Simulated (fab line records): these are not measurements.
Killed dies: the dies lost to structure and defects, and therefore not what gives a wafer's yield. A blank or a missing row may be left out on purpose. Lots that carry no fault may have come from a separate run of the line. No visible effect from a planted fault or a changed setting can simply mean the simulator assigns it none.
Shared-tool check	flow n5Finfet	Sample size 10 lots and 30 wafers

WHY IT WAS OPENED
On 1 of the 10 lots, a flag is raised at N5_BEOL_M3_CD_MEAS_28 on the reading cdNm. No-fault wafers: 25.80 nm, standard deviation 0.24.
Rule: a lot is flagged when every wafer of it that has a number lies more than 4 standard deviations from that mean, or none has a number. All remaining lots are regarded as sound.

lot	measured	on	cdNm (nm), wafer by wafer	flag
L297	day 7 10:33	cdSem-03	25.63 25.66 25.78	
L298	day 8 08:44	cdSem-02	26.29 25.86 25.57	
L300	day 8 12:58	cdSem-03	25.33 26.13 26.09	
L299	day 8 15:29	cdSem-02	25.79 25.63 25.75	
L301	day 8 19:18	cdSem-02	25.70 26.12 25.77	
L302	day 8 21:25	cdSem-03	25.81 25.39 25.99	
L308	day 10 12:05	cdSem-02	16.52 18.97 22.55	FLAGGED
L314	day 11 19:26	cdSem-02	25.81 25.92 25.72	
L315	day 12 03:41	cdSem-03	25.71 25.85 25.35	
L318	day 12 20:17	cdSem-03	25.63 26.07 25.89	
On average the flagged lots' numbers are 19.35 nm, which is -6.45 nm against the usual, or -27 standard deviations.

TOOL THAT RAN EACH LOT
Before the reading, the record contains 2 process steps out of a 1938-step route. Each cell gives the tool, then ch followed by the chambers the sampled wafers passed through, then the start.
lot	flag	N5_BEOL_M2_DEP_57	N5_BEOL_M3_EXPOSE_25
L297		pecvd-04 ch 0,1, day 7 08:22	euvScanner-01 ch 0, day 7 10:24
L298		pecvd-01 ch 0,2, day 8 07:01	euvScanner-01 ch 0, day 8 08:36
L300		pecvd-01 ch 0,1, day 8 10:41	euvScanner-01 ch 0, day 8 12:50
L299		pecvd-04 ch 1,2, day 8 11:47	euvScanner-01 ch 0, day 8 15:20
L301		pecvd-01 ch 0,2, day 8 15:51	euvScanner-02 ch 0, day 8 19:09
L302		pecvd-01 ch 0,1, day 8 18:16	euvScanner-01 ch 0, day 8 21:17
L308	FLAGGED	pecvd-02 ch 0,1, day 10 08:49	euvScanner-01 ch 0, day 10 11:57
L314		pecvd-01 ch 0,1, day 11 15:11	euvScanner-02 ch 0, day 11 19:17
L315		pecvd-02 ch 0,1,2, day 12 00:30	euvScanner-02 ch 0, day 12 03:34
L318		pecvd-02 ch 0,1, day 12 17:43	euvScanner-02 ch 0, day 12 20:08
What the steps here do:
- N5_BEOL_M2_DEP_57: deposits SiCN from 3MS/NH3, target thk 8 nm, time 14 s.
- N5_BEOL_M3_EXPOSE_25: exposes mask V2, defocus 5 nm.
- N5_BEOL_M3_CD_MEAS_28: target cd 25.7 nm, target cd y 23.3 nm.

FLAGGED OVER TOTAL, TOOL BY TOOL (the gauges that took the reading come last)
step	tool	lots run	flagged	share of the flagged lots	sound lots run after its first flagged lot
N5_BEOL_M2_DEP_57	pecvd-01	5	0	none	-
N5_BEOL_M2_DEP_57	pecvd-02	3	1	all	2 (L315,L318)
N5_BEOL_M2_DEP_57	pecvd-04	2	0	none	-
N5_BEOL_M3_EXPOSE_25	euvScanner-01	6	1	all	0
N5_BEOL_M3_EXPOSE_25	euvScanner-02	4	0	none	-
N5_BEOL_M3_CD_MEAS_28	cdSem-02	5	1	all	1 (L314)
N5_BEOL_M3_CD_MEAS_28	cdSem-03	5	0	none	-

WHAT THE TABLE ALLOWS
3 rows of the table ran every flagged lot: pecvd-02 at N5_BEOL_M2_DEP_57, euvScanner-01 at N5_BEOL_M3_EXPOSE_25, cdSem-02 at N5_BEOL_M3_CD_MEAS_28.
- pecvd-02 at N5_BEOL_M2_DEP_57 ran 3 lots, 1 of them flagged. Lots that were sound ran on it after the first flagged one (L315, L318); a persistent fault on the entire tool would not allow that.
- euvScanner-01 at N5_BEOL_M3_EXPOSE_25 ran 6 lots, 1 of them flagged. It ran its last sound lot, L302, at day 8 21:17 and its first flagged lot, L308, at day 10 11:57: a fault with its onset between the two fits. Its own readings (exposureDoseMJCm2) fall more than 4 standard deviations out on all wafers of the flagged lots.
- cdSem-02 at N5_BEOL_M3_CD_MEAS_28 ran 5 lots, 1 of them flagged. Lots that were sound ran on it after the first flagged one (L314); a persistent fault on the entire tool would not allow that.
What remains is a single tool, euvScanner-01 at N5_BEOL_M3_EXPOSE_25.

WHAT THE SIMULATOR HAD INSERTED
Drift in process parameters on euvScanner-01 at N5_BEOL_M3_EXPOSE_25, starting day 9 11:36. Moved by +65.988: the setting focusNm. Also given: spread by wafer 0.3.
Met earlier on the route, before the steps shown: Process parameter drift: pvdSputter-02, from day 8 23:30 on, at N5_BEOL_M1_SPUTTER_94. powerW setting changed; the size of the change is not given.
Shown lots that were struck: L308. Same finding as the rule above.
